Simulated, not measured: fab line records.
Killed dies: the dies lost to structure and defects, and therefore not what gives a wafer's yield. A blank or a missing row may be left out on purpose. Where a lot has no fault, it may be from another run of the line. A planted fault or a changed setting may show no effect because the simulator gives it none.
The tool behind it: which one? | flow n5_finfet | 10 lots, 30 wafers sampled, at 1 step of a route of 1938

WHAT EACH GAUGE READ, for each wafer
N5_BEOL_M5_INSPECT_13: inspects for defects (brightfield). Usual: raw_defect_count at 420, with a standard deviation of 95.
lot  | measured     | on                | raw_defect_count | flag
L710 | day 8 09:59  | defect_inspect-01 | 469 340 447      |
L711 | day 8 15:52  | defect_inspect-02 | 250 278 302      |
L715 | day 9 10:53  | defect_inspect-02 | 429 450 482      |
L714 | day 9 10:56  | defect_inspect-01 | 329 412 454      |
L716 | day 9 20:50  | defect_inspect-01 | 346 289 318      |
L718 | day 10 17:25 | defect_inspect-02 | 399 421 353      |
L721 | day 11 00:38 | defect_inspect-01 | 474 369 500      |
L727 | day 12 12:56 | defect_inspect-02 | 373 415 491      |
L728 | day 13 04:28 | defect_inspect-01 | 332 317 464      |
L731 | day 13 20:21 | defect_inspect-02 | 584 483 624      |

WHICH TOOL RAN EACH LOT (tool, then ch and the chambers of the sampled wafers, then the start)
No process step before these readings appears in the record.

AS READ BY THE TOOLS THEMSELVES (means over the sampled wafers that have a number; for cases with no such wafer, the mark the record gives instead)
The record holds no such reading with a usual standard deviation.

THE ANSWER, worked out from the rows above alone
Rule: a lot counts as off when the mean over its wafers that have a number is more than 3 standard deviations away from the usual mean. Also off: a lot with no number at a reading for which 4 or more lots have one. Where the step has rows for the other lots, those lots are counted as sound. After the gauges, taken in route order, come the tools' own readings; for these a lot's mean is taken, as printed above. The first step at which some lot is off is used, and at that step the reading that is off furthest; a lot without a number counts as furthest.
No lot is off on any of the readings shown, so nothing can be concluded from this.

WHAT THE SIMULATOR PUT IN
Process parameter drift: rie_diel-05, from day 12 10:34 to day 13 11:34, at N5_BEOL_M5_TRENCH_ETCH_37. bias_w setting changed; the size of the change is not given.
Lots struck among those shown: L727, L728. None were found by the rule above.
